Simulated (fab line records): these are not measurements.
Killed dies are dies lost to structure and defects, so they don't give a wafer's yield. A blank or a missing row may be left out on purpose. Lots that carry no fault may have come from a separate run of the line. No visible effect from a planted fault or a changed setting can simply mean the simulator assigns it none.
A lot that was struck, set against a sound lot ; flow n5 finfet ; 40 out of 1938 route steps
Sound: these wafers, L283.1, L283.3, L283.6. Struck: wafers L293.4, L293.5 (left out: L293.2, a lot-mate that was not struck); the cause follows at the end.
Per side, at each step with rows, come the tool, then ch with its chambers, and then its first start. Under that, the readings that differ: sound wafers ; struck wafers ; difference of the means ; sigmas: that difference in standard deviations of wafers without a fault.
alike: words and numbers the same on both sides, and readings whose means are apart by under 2 such deviations; not compared: readings that were withheld, readings missing a value for some wafer, numbers with overlapping values and no deviation given by the record, and bounds like >300 which may hide the same value.
A row with sigmas, a row that says differs or no value, or rows on one side alone: a step with any of these is where the two part. Numbers that don't overlap but have no deviation are shown without sigmas and don't part them. A reading missing from all wafers of one side parts the sides only when that side holds two or more wafers.

first, 11 steps without rows for these wafers: N5_BEOL_M0_SAQP_DESCUM_19 (chemistry O2, time 7.9 s); N5_BEOL_M0_SAQP_ETCH_83 (etches SiARC in CF4, target depth 39 nm, time 65 s); N5_BEOL_M0_SAQP_ETCH_84 (etches SOC in N2/H2, target depth 100 nm, overetch 20 nm, time 150 s); N5_BEOL_M0_SAQP_STRIP_80 (strips in N2/H2); N5_BEOL_M0_SAQP_HM_OPEN_112 (chemistry CHF3/O2, target SiO2, stops on a-Si, target depth 12 nm, time 13.5 s); N5_BEOL_M0_SAQP_STRIP_113 (strips in CHF3/O2); N5_BEOL_M0_SAQP_MANDREL_ETCH_20 (etches a-Si in HBr/Cl2, stops on SiNx, target depth 60 nm, bt time 10 s, time 30 s); N5_BEOL_M0_SAQP_STRIP_86 (strips in N2/H2); N5_BEOL_M0_SAQP_STRIP_115 (strips in post etch residue remover, time 60 s); N5_BEOL_M0_SAQP_SRD_93 (time 30 s); N5_BEOL_M0_SAQP_RECESS_114 (chemistry HF/NH3, target SiO2, target depth 14.4 nm, afs cycles 3, sublimation time 60 s).
N5_BEOL_M0_SAQP_SPACER1_ALD_98: deposits SiO2, target thk 12.8 nm, pulse time 1 s, purge time 2 s.
  sound on ald sin-04 ch 0,1,2, day 6 09:26; struck on ald sin-04 ch 3, day 8 20:58
  alike: heater power w, precursor pulse height rel
  not compared: since wet clean h
then, 23 steps without rows for these wafers: N5_BEOL_M0_SAQP_SPACER1_ETCHBACK_99 (etches SiO2 in CHF3/O2, target depth 15.4 nm, time 7.7 s); N5_BEOL_M0_SAQP_MANDREL1_REMOVE_100 (chemistry HBr/Cl2/O2, target a-Si, stops on SiNx, bt time 10 s); N5_BEOL_M0_SAQP_ETCH_101 (etches SiNx in CH3F/O2, target depth 29.9 nm, time 42.7 s); N5_BEOL_M0_SAQP_ETCH_102 (etches SiO2 in CF4, target depth 4 nm, time 4.4 s); N5_BEOL_M0_SAQP_MANDREL_ETCH_103 (etches a-Si in HBr/Cl2, stops on SiCN, target depth 45 nm, bt time 10 s, time 27 s); N5_BEOL_M0_SAQP_RECESS_104 (chemistry HF/NH3, target SiO2, target depth 18 nm, afs cycles 3, sublimation time 60 s); N5_BEOL_M0_SAQP_COAT_105 (time 60 s, resist thk 100 nm); N5_BEOL_M0_SAQP_ETCH_106 (etches SOC in N2/H2, stops on SiNx, target depth 150 nm); N5_BEOL_M0_SAQP_ETCH_107 (etches SiNx in CH3F/O2, target depth 30 nm); N5_BEOL_M0_SAQP_STRIP_108 (strips in N2/H2); N5_BEOL_M0_SAQP_RECESS_109 (chemistry HF/NH3, target SiO2, target depth 3 nm, afs cycles 1, sublimation time 60 s); N5_BEOL_M0_SAQP_SPACER2_ALD_26 (deposits SiO2, target thk 15 nm, pulse time 1 s, purge time 2 s); N5_BEOL_M0_SAQP_SPACER2_ETCHBACK_27 (etches SiO2 in CHF3/O2, target depth 22.5 nm, time 11.25 s); N5_BEOL_M0_SAQP_MANDREL2_REMOVE_110 (chemistry HBr/Cl2/O2, target a-Si, stops on SiCN, bt time 10 s); N5_BEOL_M0_SAQP_COAT_69 (time 60 s, resist thk 90 nm); N5_BEOL_M0_SAQP_COAT_72 (time 60 s, resist thk 15 nm); N5_BEOL_M0_SAQP_COAT_87 (time 60 s, resist thk 5 nm); N5_BEOL_M0_SAQP_COAT_34 (resist thk 30 nm); N5_BEOL_M0_SAQP_EBR_36; N5_BEOL_M0_SAQP_SOFTBAKE_35 (time 60 s); N5_BEOL_M0_SAQP_EXPOSE_37 (exposes mask M0 CUT1, target cd 30 nm); N5_BEOL_M0_SAQP_PEB_38 (peb time 60 s); N5_BEOL_M0_SAQP_DEVELOP_39 (develop time 30 s).
N5_BEOL_M0_SAQP_INSPECT_42: inspects for defects (brightfield).
  sound: defect inspect-01 at day 6 12:42; struck: defect inspect-01 at day 8 23:47
reading;sound;struck;difference;sigmas
raw defect count;237 299 226;651 676;+410;+4
then, 1 step without rows for these wafers: N5_BEOL_M0_SAQP_DESCUM_45 (chemistry O2, time 7 s).
N5_BEOL_M0_CUTY_INSPECT_59: inspects for defects (macro).
  sound: defect inspect-02 at day 6 14:08; struck: defect inspect-01 at day 9 01:11
reading;sound;struck;difference;sigmas
raw defect count;0 1 1;>300 >300;differs;
-- record jumps: 2 days separate the struck wafers' starts on either side; left off in module BEOL_M0_CUTY, taken up again in module BEOL_M4, whose first shown step is the route's number 1111 --
N5_BEOL_M4_RC_MEAS_101:
  sound on prober-02 ch 0, day 9 02:58; struck on prober-01 ch 0, day 11 10:16
  alike: DIBL_N, DIBL_P, IOFF_N, IOFF_P, ION_N, ION_P, SS_N, SS_P, VT_N, VT_P
-- here the record skips 4 days between the struck wafers' starts before and after, leaving off in module BEOL_M4 and picking up in module PASSIVATION (first step shown: number 1936 of the route) --
N5_PASSIVATION_PROBE_49:
  the record has rows for the struck wafers here (prober-02, day 15 17:16) and none for the sound ones

== WHERE THEY PART ==
First at N5_BEOL_M0_SAQP_INSPECT_42; last, within this record, at N5_PASSIVATION_PROBE_49.

WHY: what the simulator had put in
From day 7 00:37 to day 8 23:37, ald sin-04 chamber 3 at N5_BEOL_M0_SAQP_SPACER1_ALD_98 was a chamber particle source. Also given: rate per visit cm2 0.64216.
